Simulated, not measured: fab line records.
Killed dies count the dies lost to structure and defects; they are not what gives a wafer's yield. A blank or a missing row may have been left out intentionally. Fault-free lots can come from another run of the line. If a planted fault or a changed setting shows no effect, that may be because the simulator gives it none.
fab line records :: flow n5_finfet
record:
  lots: 5
  wafers: 15
  last_day: 20
route steps=1938 shown BEOL_M11@1587
lots with no fault: from the same line, run without faults
start_h: hours from the record's first day to the start of the lot's first wafer shown :: wait_h: how many hours have passed since the lot's step before this one :: " repeats the value in the row above :: L1.1+2: several wafers, shown together as one row :: - no value, or no start was given :: * or withheld: withheld :: < > ~ a bound
route shown NAME@n: names a module that has steps shown in the file, with the first one's number in the route :: usual: the fault-free wafers' mean and standard deviation :: same: alike in all rows :: chamber/n: place in a boat :: sites: readings site by site :: _std_site: how widely they spread, as a standard deviation :: _edge_site: the outer-site mean with the inner-site mean subtracted :: radius_mm: for every site, how far away it sits from the centre of the wafer :: mask NAME#n: copy n :: behind: the last tool/chamber to shape the wafer :: hold: reason for holding the lot/hours on hold/outcome of the hold :: device: the transistor (n, p or np) that didn't switch :: end of line: the tests these same wafers got at the end of their route :: where a step has no rows: the recipe by itself :: killed: the dies lost at the first sort to structure and to defects; this is not the yield of the wafer :: map: shows each die of a wafer: x if killed, . if not, _ if none is there
set.NAME: setting as actually run; set.NAME@STEP: the setting as run at that earlier step :: model.NAME: the simulator's own value behind a step, which no gauge read
certain route steps with their lots: each step a table, each wafer a row
services: from which hour (start_h, from the record's first day; less than 0 if before it) a tool's chamber was out of use, for how many hours, and why
== steps ==
step: N5_BEOL_M11_CURE_72
recipe:
  temp_c: 370
  time_s: 120
  ambient: DMADMS/He
  material: SiCOH_lowk
usual:
  lamp_power_pct: 52.31/0.057
  wafer_temp_C_max: 371.7/0.46
lot.wafer: L936.3
tool: uv_cure-02
chamber: 2
start_h: 290.16
wait_h: 0.4
lamp_power_pct: 52.34
wafer_temp_C_max: 372.3

lot.wafer: L936.4
tool: uv_cure-02
chamber: 2
start_h: 290.16
wait_h: 0.4
lamp_power_pct: 52.32
wafer_temp_C_max: 372.3

lot.wafer: L936.6
tool: uv_cure-02
chamber: 2
start_h: 290.16
wait_h: 0.4
lamp_power_pct: 52.26
wafer_temp_C_max: 372.4

lot.wafer: L943.3
tool: uv_cure-02
chamber: 2
start_h: 323.31
wait_h: 0.1
lamp_power_pct: 52.23
wafer_temp_C_max: 372.6

lot.wafer: L943.5
tool: uv_cure-02
chamber: 2
start_h: 323.31
wait_h: 0.1
lamp_power_pct: 52.30
wafer_temp_C_max: 372.0

lot.wafer: L943.6
tool: uv_cure-02
chamber: 2
start_h: 323.31
wait_h: 0.1
lamp_power_pct: 52.33
wafer_temp_C_max: 372.1

lot.wafer: L955.4
tool: uv_cure-02
chamber: 1
start_h: 414.35
wait_h: 0.2
lamp_power_pct: 52.30
wafer_temp_C_max: 371.8

lot.wafer: L955.5
tool: uv_cure-02
chamber: 1
start_h: 414.35
wait_h: 0.2
lamp_power_pct: 52.33
wafer_temp_C_max: 371.5

lot.wafer: L955.6
tool: uv_cure-02
chamber: 1
start_h: 414.35
wait_h: 0.2
lamp_power_pct: 52.43
wafer_temp_C_max: 371.7

lot.wafer: L956.1
tool: uv_cure-02
chamber: 1
start_h: 429.50
wait_h: 0.0
lamp_power_pct: 52.32
wafer_temp_C_max: 371.7

lot.wafer: L956.2
tool: uv_cure-02
chamber: 1
start_h: 429.50
wait_h: 0.0
lamp_power_pct: 52.28
wafer_temp_C_max: 371.4

lot.wafer: L956.3
tool: uv_cure-02
chamber: 1
start_h: 429.50
wait_h: 0.0
lamp_power_pct: 52.31
wafer_temp_C_max: 371.2

lot.wafer: L953.2
tool: uv_cure-02
chamber: 1
start_h: 437.17
wait_h: 0.2
lamp_power_pct: 52.33
wafer_temp_C_max: 372.4

lot.wafer: L953.3
tool: uv_cure-02
chamber: 1
start_h: 437.17
wait_h: 0.2
lamp_power_pct: 52.29
wafer_temp_C_max: 372.9

lot.wafer: L953.6
tool: uv_cure-02
chamber: 1
start_h: 437.17
wait_h: 0.2
lamp_power_pct: 52.39
wafer_temp_C_max: 372.4
step: N5_BEOL_M11_DEGAS_44
recipe:
  ambient: vacuum
  temp_c: 250
  time_s: 60
step: N5_BEOL_M11_PRE_CLEAN_45
recipe:
  gas: H2/He
  time_s: 30
  temp_c: 250
step: N5_BEOL_M11_ALD_74
recipe:
  material: TaN
  target_thk_a: 20
  temp_c: 275
  ald_precursor_family: PDMAT
  ald_co_reactant: NH3
  pressure_torr: 3
  carrier_flow_sccm: 1500
  pulse_time_s: 2
  purge_time_s: 3
  co_reactant_purge_time_s: 2
  co_reactant_pulse_time_s: 3
  ald_cycles: 40
  precursor_vessel_temp_c: 75
  precursor_vessel_pressure_torr: 26.25
  precursor_vessel_carrier_sccm: 1000
usual:
  heater_power_w: 399/35
  mfc_carrier_sccm: 1500/4.3
  precursor_vessel_pressure_torr: 26.25/0.053
  susceptor_temp_C: 275.00/0.18
same:
  purge_time_s: 3
lot.wafer: L936.3
tool: ald_metal-03
chamber: 3
start_h: 290.57
wait_h: 0.1
heater_power_w: 402
mfc_carrier_sccm: 1493
precursor_vessel_pressure_torr: 26.31
susceptor_temp_C: 275.03

lot.wafer: L936.4
tool: ald_metal-03
chamber: 2
start_h: 290.57
wait_h: 0.1
heater_power_w: 391
mfc_carrier_sccm: 1498
precursor_vessel_pressure_torr: 26.30
susceptor_temp_C: 274.92

lot.wafer: L936.6
tool: ald_metal-03
chamber: 3
start_h: 290.57
wait_h: 0.1
heater_power_w: 404
mfc_carrier_sccm: 1502
precursor_vessel_pressure_torr: 26.26
susceptor_temp_C: 275.00

lot.wafer: L943.3
tool: ald_metal-03
chamber: 2
start_h: 323.63
wait_h: 0.0
heater_power_w: 407
mfc_carrier_sccm: 1500
precursor_vessel_pressure_torr: 26.26
susceptor_temp_C: 275.33

lot.wafer: L943.5
tool: ald_metal-03
chamber: 0
start_h: 323.63
wait_h: 0.0
heater_power_w: 428
mfc_carrier_sccm: 1501
precursor_vessel_pressure_torr: 26.17
susceptor_temp_C: 275.26

lot.wafer: L943.6
tool: ald_metal-03
chamber: 3
start_h: 323.63
wait_h: 0.0
heater_power_w: 411
mfc_carrier_sccm: 1504
precursor_vessel_pressure_torr: 26.23
susceptor_temp_C: 275.08

lot.wafer: L955.4
tool: ald_metal-03
chamber: 2
start_h: 414.64
wait_h: 0.0
heater_power_w: 398
mfc_carrier_sccm: 1493
precursor_vessel_pressure_torr: 26.33
susceptor_temp_C: 274.89

lot.wafer: L955.5
tool: ald_metal-03
chamber: 1
start_h: 414.64
wait_h: 0.0
heater_power_w: 356
mfc_carrier_sccm: 1495
precursor_vessel_pressure_torr: 26.23
susceptor_temp_C: 274.76

lot.wafer: L955.6
tool: ald_metal-03
chamber: 0
start_h: 414.64
wait_h: 0.0
heater_power_w: 422
mfc_carrier_sccm: 1499
precursor_vessel_pressure_torr: 26.19
susceptor_temp_C: 275.13

lot.wafer: L956.1
tool: ald_metal-04
chamber: 0
start_h: 430.22
wait_h: 0.0
heater_power_w: 355
mfc_carrier_sccm: 1496
precursor_vessel_pressure_torr: 26.24
susceptor_temp_C: 274.89

lot.wafer: L956.2
tool: ald_metal-04
chamber: 1
start_h: 430.22
wait_h: 0.0
heater_power_w: 441
mfc_carrier_sccm: 1503
precursor_vessel_pressure_torr: 26.33
susceptor_temp_C: 274.92

lot.wafer: L956.3
tool: ald_metal-04
chamber: 2
start_h: 430.22
wait_h: 0.0
heater_power_w: 374
mfc_carrier_sccm: 1491
precursor_vessel_pressure_torr: 26.22
susceptor_temp_C: 275.41

lot.wafer: L953.2
tool: ald_metal-04
chamber: 0
start_h: 437.66
wait_h: 0.1
heater_power_w: 365
mfc_carrier_sccm: 1496
precursor_vessel_pressure_torr: 26.30
susceptor_temp_C: 275.07

lot.wafer: L953.3
tool: ald_metal-04
chamber: 1
start_h: 437.66
wait_h: 0.1
heater_power_w: 433
mfc_carrier_sccm: 1499
precursor_vessel_pressure_torr: 26.15
susceptor_temp_C: 275.20

lot.wafer: L953.6
tool: ald_metal-04
chamber: 0
start_h: 437.66
wait_h: 0.1
heater_power_w: 377
mfc_carrier_sccm: 1502
precursor_vessel_pressure_torr: 26.29
susceptor_temp_C: 274.91
step: N5_BEOL_M11_SURFACE_TREAT_76
recipe:
  gas: Ar
  time_s: *
  ion_energy_ev: *
  ion_current_ma_cm2: 0.5
  pressure_mtorr: *
  ar_flow_sccm: 30
step: N5_BEOL_M11_CVD_75
recipe:
  material: Co
  target_thk_a: 20
  temp_c: withheld
  precursor: CCTBA/H2
  pressure_torr: 30
  time_s: 138.9
step: N5_BEOL_M11_SPUTTER_48
recipe:
  material: Cu
  target_thk_a: 120
  temp_c: -20
  bias_v: 60
  power_w: 26000
  chamber_pressure_pa: 0.13
  time_s: 2
usual:
  bias_v: 59.9/0.54
  susceptor_temp_C: -20.00/0.094
  throttle_valve_pct: 29.6/1
lot.wafer: L936.3
tool: pvd_sputter-03
chamber: -
start_h: 292.25
wait_h: 0.1
bias_v: 59.7
susceptor_temp_C: -20.13
throttle_valve_pct: 27.8

lot.wafer: L936.4
tool: pvd_sputter-03
chamber: -
start_h: 292.25
wait_h: 0.1
bias_v: 59.5
susceptor_temp_C: -19.95
throttle_valve_pct: 29.1

lot.wafer: L936.6
tool: pvd_sputter-03
chamber: -
start_h: 292.25
wait_h: 0.1
bias_v: 61.4
susceptor_temp_C: -20.12
throttle_valve_pct: 30.6

lot.wafer: L943.3
tool: pvd_sputter-03
chamber: -
start_h: 324.34
wait_h: 0.2
bias_v: 60.3
susceptor_temp_C: -19.97
throttle_valve_pct: 27.7

lot.wafer: L943.5
tool: pvd_sputter-03
chamber: -
start_h: 324.34
wait_h: 0.2
bias_v: 59.9
susceptor_temp_C: -20.18
throttle_valve_pct: 29.1

lot.wafer: L943.6
tool: pvd_sputter-03
chamber: -
start_h: 324.34
wait_h: 0.2
bias_v: 59.6
susceptor_temp_C: -20.03
throttle_valve_pct: 30.6

lot.wafer: L955.4
tool: pvd_sputter-01
chamber: -
start_h: 416.96
wait_h: 1.7
bias_v: 60.6
susceptor_temp_C: -20.04
throttle_valve_pct: 28.3

lot.wafer: L955.5
tool: pvd_sputter-01
chamber: -
start_h: 416.96
wait_h: 1.7
bias_v: 59.5
susceptor_temp_C: -20.04
throttle_valve_pct: 28.2

lot.wafer: L955.6
tool: pvd_sputter-01
chamber: -
start_h: 416.96
wait_h: 1.7
bias_v: 59.5
susceptor_temp_C: -19.90
throttle_valve_pct: 29.7

lot.wafer: L956.1
tool: pvd_sputter-03
chamber: -
start_h: 432.73
wait_h: 0.4
bias_v: 60.1
susceptor_temp_C: -20.18
throttle_valve_pct: 30.5

lot.wafer: L956.2
tool: pvd_sputter-03
chamber: -
start_h: 432.73
wait_h: 0.4
bias_v: 60.1
susceptor_temp_C: -20.03
throttle_valve_pct: 28.1

lot.wafer: L956.3
tool: pvd_sputter-03
chamber: -
start_h: 432.73
wait_h: 0.4
bias_v: 59.9
susceptor_temp_C: -19.92
throttle_valve_pct: 28.8

lot.wafer: L953.2
tool: pvd_sputter-02
chamber: -
start_h: 438.40
wait_h: 0.2
bias_v: 59.4
susceptor_temp_C: -20.01
throttle_valve_pct: 28.9

lot.wafer: L953.3
tool: pvd_sputter-02
chamber: -
start_h: 438.40
wait_h: 0.2
bias_v: 59.3
susceptor_temp_C: -19.97
throttle_valve_pct: 30.4

lot.wafer: L953.6
tool: pvd_sputter-02
chamber: -
start_h: 438.40
wait_h: 0.2
bias_v: 60.9
susceptor_temp_C: -19.96
throttle_valve_pct: 28.5
step: N5_BEOL_M11_ECD_50
recipe:
  material: Cu
  target_thk_a: 3180
step: N5_BEOL_M11_ANNEAL_51
recipe:
  temp_c: 225
  time_s: 90
  ambient: N2
usual:
  anneal_temp_c_max: 226.33/0.25
  wafer_temp_C_max: 225.64/0.26
lot.wafer: L936.3
tool: rtp_anneal-02
chamber: 0
start_h: 292.97
wait_h: 0.6
anneal_temp_c_max: 226.34
wafer_temp_C_max: 225.70

lot.wafer: L936.4
tool: rtp_anneal-02
chamber: 0
start_h: 292.97
wait_h: 0.6
anneal_temp_c_max: 226.07
wafer_temp_C_max: 225.55

lot.wafer: L936.6
tool: rtp_anneal-02
chamber: 0
start_h: 292.97
wait_h: 0.6
anneal_temp_c_max: 226.24
wafer_temp_C_max: 226.14

lot.wafer: L943.3
tool: rtp_anneal-02
chamber: 0
start_h: 324.66
wait_h: 0.1
anneal_temp_c_max: 226.37
wafer_temp_C_max: 225.68

lot.wafer: L943.5
tool: rtp_anneal-02
chamber: 0
start_h: 324.66
wait_h: 0.1
anneal_temp_c_max: 226.79
wafer_temp_C_max: 226.29

lot.wafer: L943.6
tool: rtp_anneal-02
chamber: 0
start_h: 324.66
wait_h: 0.1
anneal_temp_c_max: 226.12
wafer_temp_C_max: 225.74

lot.wafer: L955.4
tool: rtp_anneal-02
chamber: 0
start_h: 417.32
wait_h: 0.2
anneal_temp_c_max: 226.24
wafer_temp_C_max: 225.81

lot.wafer: L955.5
tool: rtp_anneal-02
chamber: 0
start_h: 417.32
wait_h: 0.2
anneal_temp_c_max: 226.58
wafer_temp_C_max: 226.04

lot.wafer: L955.6
tool: rtp_anneal-02
chamber: 0
start_h: 417.32
wait_h: 0.2
anneal_temp_c_max: 226.21
wafer_temp_C_max: 225.81

lot.wafer: L956.1
tool: rtp_anneal-02
chamber: 0
start_h: 432.96
wait_h: 0.1
anneal_temp_c_max: 226.67
wafer_temp_C_max: 226.14

lot.wafer: L956.2
tool: rtp_anneal-02
chamber: 0
start_h: 432.96
wait_h: 0.1
anneal_temp_c_max: 226.42
wafer_temp_C_max: 226.31

lot.wafer: L956.3
tool: rtp_anneal-02
chamber: 0
start_h: 432.96
wait_h: 0.1
anneal_temp_c_max: 226.09
wafer_temp_C_max: 225.68

lot.wafer: L953.2
tool: rtp_anneal-01
chamber: 0
start_h: 439.08
wait_h: 0.5
anneal_temp_c_max: 226.24
wafer_temp_C_max: 225.44

lot.wafer: L953.3
tool: rtp_anneal-01
chamber: 0
start_h: 439.08
wait_h: 0.5
anneal_temp_c_max: 226.05
wafer_temp_C_max: 225.81

lot.wafer: L953.6
tool: rtp_anneal-01
chamber: 0
start_h: 439.08
wait_h: 0.5
anneal_temp_c_max: 226.49
wafer_temp_C_max: 225.33
step: N5_BEOL_M11_CMP_52
recipe:
  stop_on: SiCOH_lowk
  t_overpolish_s: 7
  down_force_psi: 1
  platen_rpm: 50
  clearing_platen_down_force_psi: 1.5
  clearing_platen_rpm: 50
  post_cmp_clean: cu_alkaline
  target_thk_nm: 140
  clearing_platen_pad_velocity_m_s: 0.99484
  pad_velocity_m_s: 0.99484
usual:
  barrier_field_endpoint_s: 29.1/0.57
  motor_current_A: 6.4/0.87
  overpolish_run_s: 7.000/0.0093
  time_to_endpoint_s: 66.6/2.7
same:
  t_overpolish_s: 7
lot.wafer: L936.4
tool: cmp-01
chamber: 0
start_h: 293.18
wait_h: 0.1
barrier_field_endpoint_s: 28.6
motor_current_A: 5.5
overpolish_run_s: 7.004
time_to_endpoint_s: 66.9

lot.wafer: L936.3
tool: cmp-01
chamber: 2
start_h: 293.18
wait_h: 0.1
barrier_field_endpoint_s: 28.7
motor_current_A: 6.4
overpolish_run_s: 6.999
time_to_endpoint_s: 64.7

lot.wafer: L936.6
tool: cmp-01
chamber: 0
start_h: 293.18
wait_h: 0.1
barrier_field_endpoint_s: 29.3
motor_current_A: 5.8
overpolish_run_s: 7.011
time_to_endpoint_s: 66.9

lot.wafer: L943.3
tool: cmp-03
chamber: 3
start_h: 324.94
wait_h: 0.2
barrier_field_endpoint_s: 29.0
motor_current_A: 7.0
overpolish_run_s: 6.990
time_to_endpoint_s: 65.2

lot.wafer: L943.5
tool: cmp-03
chamber: 1
start_h: 324.94
wait_h: 0.2
barrier_field_endpoint_s: 29.5
motor_current_A: 8.9
overpolish_run_s: 7.013
time_to_endpoint_s: 66.8

lot.wafer: L943.6
tool: cmp-03
chamber: 2
start_h: 324.94
wait_h: 0.2
barrier_field_endpoint_s: 29.7
motor_current_A: 6.0
overpolish_run_s: 6.990
time_to_endpoint_s: 65.3

lot.wafer: L955.4
tool: cmp-02
chamber: 2
start_h: 417.66
wait_h: 0.3
barrier_field_endpoint_s: 28.9
motor_current_A: 6.1
overpolish_run_s: 7.011
time_to_endpoint_s: 63.9

lot.wafer: L955.6
tool: cmp-02
chamber: 0
start_h: 417.66
wait_h: 0.3
barrier_field_endpoint_s: 28.7
motor_current_A: 6.2
overpolish_run_s: 7.014
time_to_endpoint_s: 63.9

lot.wafer: L955.5
tool: cmp-02
chamber: 1
start_h: 417.66
wait_h: 0.3
barrier_field_endpoint_s: 28.9
motor_current_A: 5.7
overpolish_run_s: 7.003
time_to_endpoint_s: 65.0

lot.wafer: L956.1
tool: cmp-01
chamber: 1
start_h: 433.26
wait_h: 0.3
barrier_field_endpoint_s: 29.0
motor_current_A: 6.3
overpolish_run_s: 7.007
time_to_endpoint_s: 62.1

lot.wafer: L956.2
tool: cmp-01
chamber: 3
start_h: 433.26
wait_h: 0.3
barrier_field_endpoint_s: 29.7
motor_current_A: 5.3
overpolish_run_s: 7.010
time_to_endpoint_s: 67.7

lot.wafer: L956.3
tool: cmp-01
chamber: 0
start_h: 433.26
wait_h: 0.3
barrier_field_endpoint_s: 29.4
motor_current_A: 5.6
overpolish_run_s: 7.006
time_to_endpoint_s: 67.1

lot.wafer: L953.2
tool: cmp-02
chamber: 2
start_h: 439.37
wait_h: 0.2
barrier_field_endpoint_s: 29.0
motor_current_A: 5.8
overpolish_run_s: 7.006
time_to_endpoint_s: 70.7

lot.wafer: L953.3
tool: cmp-02
chamber: 3
start_h: 439.37
wait_h: 0.2
barrier_field_endpoint_s: 28.7
motor_current_A: 5.5
overpolish_run_s: 7.002
time_to_endpoint_s: 70.7

lot.wafer: L953.6
tool: cmp-02
chamber: 1
start_h: 439.37
wait_h: 0.2
barrier_field_endpoint_s: 28.3
motor_current_A: 5.6
overpolish_run_s: 7.011
time_to_endpoint_s: 65.3
step: N5_BEOL_M11_THK_MEAS_53
recipe:
  thk_meas_gauge: xrf
  reads: Cu_of_BEOL_M11_ECD_50
usual:
  M11_THK: 140.4/2.3
lot.wafer: L936.3
tool: film_metro-02
chamber: -
start_h: 293.48
wait_h: -
M11_THK[nm]: 138.8

lot.wafer: L936.4
tool: film_metro-02
chamber: -
start_h: 293.48
wait_h: -
M11_THK[nm]: 141.8

lot.wafer: L936.6
tool: film_metro-02
chamber: -
start_h: 293.48
wait_h: -
M11_THK[nm]: 141.8

lot.wafer: L943.3
tool: film_metro-02
chamber: -
start_h: 325.16
wait_h: -
M11_THK[nm]: 141.7

lot.wafer: L943.5
tool: film_metro-02
chamber: -
start_h: 325.16
wait_h: -
M11_THK[nm]: 139.9

lot.wafer: L943.6
tool: film_metro-02
chamber: -
start_h: 325.16
wait_h: -
M11_THK[nm]: 145.1

lot.wafer: L955.4
tool: film_metro-02
chamber: -
start_h: 417.88
wait_h: -
M11_THK[nm]: 145.1

lot.wafer: L955.5
tool: film_metro-02
chamber: -
start_h: 417.88
wait_h: -
M11_THK[nm]: 139.7

lot.wafer: L955.6
tool: film_metro-02
chamber: -
start_h: 417.88
wait_h: -
M11_THK[nm]: 145.4

lot.wafer: L956.1
tool: film_metro-01
chamber: -
start_h: 433.55
wait_h: -
M11_THK[nm]: 136.3

lot.wafer: L956.2
tool: film_metro-01
chamber: -
start_h: 433.55
wait_h: -
M11_THK[nm]: 137.4

lot.wafer: L956.3
tool: film_metro-01
chamber: -
start_h: 433.55
wait_h: -
M11_THK[nm]: 140.0

lot.wafer: L953.2
tool: film_metro-01
chamber: -
start_h: 439.63
wait_h: -
M11_THK[nm]: 137.8

lot.wafer: L953.3
tool: film_metro-01
chamber: -
start_h: 439.63
wait_h: -
M11_THK[nm]: 139.6

lot.wafer: L953.6
tool: film_metro-01
chamber: -
start_h: 439.63
wait_h: -
M11_THK[nm]: 138.8
step: N5_BEOL_M11_PRE_CLEAN_55
recipe:
  gas: NH3
  time_s: 15
  temp_c: withheld
  rf_power_w: 300
step: N5_BEOL_M11_DEP_56
recipe:
  material: SiCN
  target_thk_a: 300
  temp_c: withheld
  precursor: 3MS/NH3
  pressure_torr: 3
  rf_w: 675
  time_s: 10.5
usual:
  showerhead_plenum_p_Torr: 4.17/0.033
  throttle_valve_pct: 17.9/0.94
lot.wafer: L936.3
tool: pecvd-03
chamber: 1
start_h: 293.54
wait_h: 0.0
showerhead_plenum_p_Torr: 4.12
throttle_valve_pct: 18.6
model.SiCN_of_BEOL_M11_DEP_56.thk_nm: 29.8

lot.wafer: L936.4
tool: pecvd-03
chamber: 0
start_h: 293.54
wait_h: 0.0
showerhead_plenum_p_Torr: 4.16
throttle_valve_pct: 18.4
model.SiCN_of_BEOL_M11_DEP_56.thk_nm: 30.2

lot.wafer: L936.6
tool: pecvd-03
chamber: 1
start_h: 293.54
wait_h: 0.0
showerhead_plenum_p_Torr: 4.13
throttle_valve_pct: 18.6
model.SiCN_of_BEOL_M11_DEP_56.thk_nm: 30

lot.wafer: L943.3
tool: pecvd-03
chamber: 1
start_h: 325.22
wait_h: 0.0
showerhead_plenum_p_Torr: 4.13
throttle_valve_pct: 18.3
model.SiCN_of_BEOL_M11_DEP_56.thk_nm: 30.2

lot.wafer: L943.5
tool: pecvd-03
chamber: 2
start_h: 325.22
wait_h: 0.0
showerhead_plenum_p_Torr: 4.12
throttle_valve_pct: 16.4
model.SiCN_of_BEOL_M11_DEP_56.thk_nm: 50

lot.wafer: L943.6
tool: pecvd-03
chamber: 1
start_h: 325.22
wait_h: 0.0
showerhead_plenum_p_Torr: 4.13
throttle_valve_pct: 18.7
model.SiCN_of_BEOL_M11_DEP_56.thk_nm: 30.4

lot.wafer: L955.4
tool: pecvd-02
chamber: 2
start_h: 417.96
wait_h: 0.0
showerhead_plenum_p_Torr: 4.14
throttle_valve_pct: 17.1
model.SiCN_of_BEOL_M11_DEP_56.thk_nm: 30.2

lot.wafer: L955.5
tool: pecvd-02
chamber: 0
start_h: 417.96
wait_h: 0.0
showerhead_plenum_p_Torr: 4.22
throttle_valve_pct: 17.8
model.SiCN_of_BEOL_M11_DEP_56.thk_nm: 30.6

lot.wafer: L955.6
tool: pecvd-02
chamber: 1
start_h: 417.96
wait_h: 0.0
showerhead_plenum_p_Torr: 4.16
throttle_valve_pct: 17.8
model.SiCN_of_BEOL_M11_DEP_56.thk_nm: 30.6

lot.wafer: L956.1
tool: pecvd-04
chamber: 1
start_h: 433.61
wait_h: 0.0
showerhead_plenum_p_Torr: 4.17
throttle_valve_pct: 20.1
model.SiCN_of_BEOL_M11_DEP_56.thk_nm: 29.8

lot.wafer: L956.2
tool: pecvd-04
chamber: 0
start_h: 433.61
wait_h: 0.0
showerhead_plenum_p_Torr: 4.23
throttle_valve_pct: 18.4
model.SiCN_of_BEOL_M11_DEP_56.thk_nm: 29.8

lot.wafer: L956.3
tool: pecvd-04
chamber: 2
start_h: 433.61
wait_h: 0.0
showerhead_plenum_p_Torr: 4.19
throttle_valve_pct: 17.9
model.SiCN_of_BEOL_M11_DEP_56.thk_nm: 29.4

lot.wafer: L953.2
tool: pecvd-02
chamber: 1
start_h: 439.70
wait_h: 0.0
showerhead_plenum_p_Torr: 4.15
throttle_valve_pct: 18.0
model.SiCN_of_BEOL_M11_DEP_56.thk_nm: 30.2

lot.wafer: L953.3
tool: pecvd-02
chamber: 2
start_h: 439.70
wait_h: 0.0
showerhead_plenum_p_Torr: 4.14
throttle_valve_pct: 17.3
model.SiCN_of_BEOL_M11_DEP_56.thk_nm: 30.8

lot.wafer: L953.6
tool: pecvd-02
chamber: 2
start_h: 439.70
wait_h: 0.0
showerhead_plenum_p_Torr: 4.14
throttle_valve_pct: 16.9
model.SiCN_of_BEOL_M11_DEP_56.thk_nm: 30.4
step: N5_BEOL_M11_RS_MEAS_57
recipe:
  thk_meas_gauge: four-point-probe
  reads: Cu_of_BEOL_M11_ECD_50+Co_of_BEOL_M11_CVD_75+TaN_of_BEOL_M11_ALD_74
usual:
  M11_RS: 0.1517/0.0026
lot.wafer: L936.3
tool: film_metro-02
chamber: -
start_h: 293.60
wait_h: 0.0
M11_RS[ohm/sq]: 0.1537

lot.wafer: L936.4
tool: film_metro-02
chamber: -
start_h: 293.60
wait_h: 0.0
M11_RS[ohm/sq]: 0.1500

lot.wafer: L936.6
tool: film_metro-02
chamber: -
start_h: 293.60
wait_h: 0.0
M11_RS[ohm/sq]: 0.1502

lot.wafer: L943.3
tool: film_metro-02
chamber: -
start_h: 325.29
wait_h: 0.0
M11_RS[ohm/sq]: 0.1496

lot.wafer: L943.5
tool: film_metro-02
chamber: -
start_h: 325.29
wait_h: 0.0
M11_RS[ohm/sq]: 0.1524

lot.wafer: L943.6
tool: film_metro-02
chamber: -
start_h: 325.29
wait_h: 0.0
M11_RS[ohm/sq]: 0.1471

lot.wafer: L955.4
tool: film_metro-02
chamber: -
start_h: 418.01
wait_h: 0.0
M11_RS[ohm/sq]: 0.1478

lot.wafer: L955.5
tool: film_metro-02
chamber: -
start_h: 418.01
wait_h: 0.0
M11_RS[ohm/sq]: 0.1549

lot.wafer: L955.6
tool: film_metro-02
chamber: -
start_h: 418.01
wait_h: 0.0
M11_RS[ohm/sq]: 0.1476

lot.wafer: L956.1
tool: film_metro-01
chamber: -
start_h: 433.68
wait_h: 0.0
M11_RS[ohm/sq]: 0.1556

lot.wafer: L956.2
tool: film_metro-01
chamber: -
start_h: 433.68
wait_h: 0.0
M11_RS[ohm/sq]: 0.1543

lot.wafer: L956.3
tool: film_metro-01
chamber: -
start_h: 433.68
wait_h: 0.0
M11_RS[ohm/sq]: 0.1516

lot.wafer: L953.2
tool: film_metro-02
chamber: -
start_h: 439.78
wait_h: 0.1
M11_RS[ohm/sq]: 0.1549

lot.wafer: L953.3
tool: film_metro-02
chamber: -
start_h: 439.78
wait_h: 0.1
M11_RS[ohm/sq]: 0.1524

lot.wafer: L953.6
tool: film_metro-02
chamber: -
start_h: 439.78
wait_h: 0.1
M11_RS[ohm/sq]: 0.1542
== services ==
tool: pecvd-02
chamber: -
start_h: 267.16
hours: 1.1
kind: repair

tool: cmp-03
chamber: -
start_h: 267.28
hours: 4.0
kind: pm

tool: ald_metal-03
chamber: 0
start_h: 272.87
hours: 29.1
kind: repair

tool: cmp-01
chamber: -
start_h: 274.58
hours: 4.7
kind: repair

tool: cmp-02
chamber: -
start_h: 312.09
hours: 4.0
kind: pm

tool: ald_metal-04
chamber: 2
start_h: 321.23
hours: 4.5
kind: repair

tool: pecvd-02
chamber: -
start_h: 345.51
hours: 2.8
kind: pm

tool: uv_cure-02
chamber: -
start_h: 348.48
hours: 2.1
kind: pm

tool: uv_cure-02
chamber: -
start_h: 354.24
hours: 0.6
kind: repair

tool: cmp-02
chamber: -
start_h: 358.42
hours: 7.3
kind: pm

tool: pecvd-03
chamber: -
start_h: 362.37
hours: 1.5
kind: repair

tool: cmp-01
chamber: -
start_h: 376.04
hours: 0.6
kind: repair

tool: ald_metal-03
chamber: -
start_h: 376.54
hours: 3.2
kind: repair

tool: uv_cure-02
chamber: -
start_h: 379.58
hours: 5.1
kind: repair

tool: cmp-02
chamber: -
start_h: 385.38
hours: 0.5
kind: repair

tool: pecvd-03
chamber: 2
start_h: 387.41
hours: 5.1
kind: repair

tool: cmp-01
chamber: -
start_h: 389.82
hours: 1.8
kind: repair

tool: uv_cure-02
chamber: -
start_h: 391.20
hours: 3.4
kind: pm

tool: ald_metal-04
chamber: -
start_h: 401.77
hours: 0.4
kind: repair

tool: ald_metal-03
chamber: 0
start_h: 406.07
hours: 3.9
kind: repair

tool: cmp-01
chamber: -
start_h: 417.31
hours: 1.3
kind: repair

tool: cmp-02
chamber: -
start_h: 423.25
hours: 2.1
kind: repair

tool: pecvd-02
chamber: 2
start_h: 425.19
hours: 1.8
kind: repair

tool: pecvd-02
chamber: 0
start_h: 434.85
hours: 15.5
kind: repair
== key ==
first_sign none at tools or gauges
model_effect:
  step: N5_BEOL_M11_DEP_56
  value: SiCN_of_BEOL_M11_DEP_56.thk_nm
  without: 30.6
  struck: 50
met_at N5_BEOL_M11_DEP_56
struck_wafers L943.5
fault:
  kind: process_parameter_drift
  tool: pecvd-03
  chamber: 2
  onset_h: 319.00
  steps: N5_BEOL_M11_DEP_56
  channel: time_s
  offset: *
  shape: step
  end_h: 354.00
  acts_in: *
  stated: *
